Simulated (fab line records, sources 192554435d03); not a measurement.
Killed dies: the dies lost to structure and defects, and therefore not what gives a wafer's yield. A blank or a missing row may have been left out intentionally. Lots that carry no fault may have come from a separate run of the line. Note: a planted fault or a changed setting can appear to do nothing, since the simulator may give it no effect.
Matching of chambers | flow n5Finfet | N5_BEOL_M12_VIA_ETCH_16 on rieDiel-05: 4 sister chambers
The step etches SiOC in C4F8/O2/Ar, target depth 724.8 nm. 18 wafers are shown with their chamber, then 9 later ones without.

## WAFERS WITH THEIR CHAMBER
wafer  | chamber | throttleValvePct (%) | showerheadPlenumPTorr (Torr) | drypumpMotorCurrentA (A)
L075.1 | 2       | 23.9                 | 3.31                         | 5.4
L075.4 | 2       | 23.9                 | 3.31                         | 5.5
L075.6 | 1       | 24.8                 | 3.56                         | 5.8
L082.1 | 3       | 23.7                 | 3.48                         | 5.9
L082.5 | 0       | 23.8                 | 3.57                         | 6.2
L082.6 | 1       | 24.8                 | 3.55                         | 5.9
L088.1 | 1       | 24.8                 | 3.54                         | 5.8
L088.2 | 0       | 23.8                 | 3.57                         | 6.2
L088.5 | 3       | 23.6                 | 3.48                         | 5.9
L086.1 | 2       | 23.9                 | 3.30                         | 5.5
L086.3 | 1       | 24.8                 | 3.54                         | 5.8
L086.5 | 1       | 24.8                 | 3.54                         | 5.8
L090.1 | 3       | 23.6                 | 3.47                         | 5.8
L090.2 | 2       | 23.9                 | 3.29                         | 5.4
L090.3 | 0       | 23.8                 | 3.56                         | 6.2
L092.1 | 1       | 24.9                 | 3.54                         | 5.8
L092.4 | 3       | 23.6                 | 3.47                         | 5.8
L092.6 | 2       | 23.9                 | 3.29                         | 5.4

SIGNATURES, as means of the wafers listed above
reading               | chamber 0 | chamber 1 | chamber 2 | chamber 3 | scatter within a chamber
throttleValvePct      | 23.800    | 24.817    | 23.900    | 23.625    | 0.0336
showerheadPlenumPTorr | 3.5667    | 3.5450    | 3.3000    | 3.4750    | 0.00809
drypumpMotorCurrentA  | 6.200     | 5.817     | 5.440     | 5.850     | 0.0465
Rule: a wafer's distance from a chamber is the root of the sum, over the readings, of the square of ((its reading less the chamber's mean) divided by the reading's scatter). If the next closest chamber is less than 2 further off than the closest, the wafer can't be placed; otherwise it belongs to the closest. The scatter is the square root of a quotient: the sum, over the shown wafers, of each reading's squared deviation from its chamber's mean, divided by wafers minus chambers.

## WAFERS MISSING THEIR CHAMBER
wafer  | throttleValvePct (%) | showerheadPlenumPTorr (Torr) | drypumpMotorCurrentA (A)
L094.1 | 23.9                 | 3.29                         | 5.5
L094.2 | 23.6                 | 3.47                         | 5.9
L094.5 | 24.9                 | 3.54                         | 5.9
L095.1 | 23.9                 | 3.55                         | 6.2
L095.2 | 23.9                 | 3.29                         | 5.4
L095.5 | 23.9                 | 3.55                         | 6.2
L097.1 | 23.9                 | 3.55                         | 6.2
L097.3 | 24.9                 | 3.53                         | 5.9
L097.5 | 23.6                 | 3.47                         | 5.8

## WHICH CHAMBER EACH ONE RAN IN
wafer  | from the rows above | in truth
L094.1 | 2                   | 2
L094.2 | 3                   | 3
L094.5 | 1                   | 1
L095.1 | 0                   | 0
L095.2 | 2                   | 2
L095.5 | 0                   | 0
L097.1 | 0                   | 0
L097.3 | 1                   | 1
L097.5 | 3                   | 3
Correct placement for 9 of the 9. Number that these rows cannot place: 0. Number placed wrongly: 0.
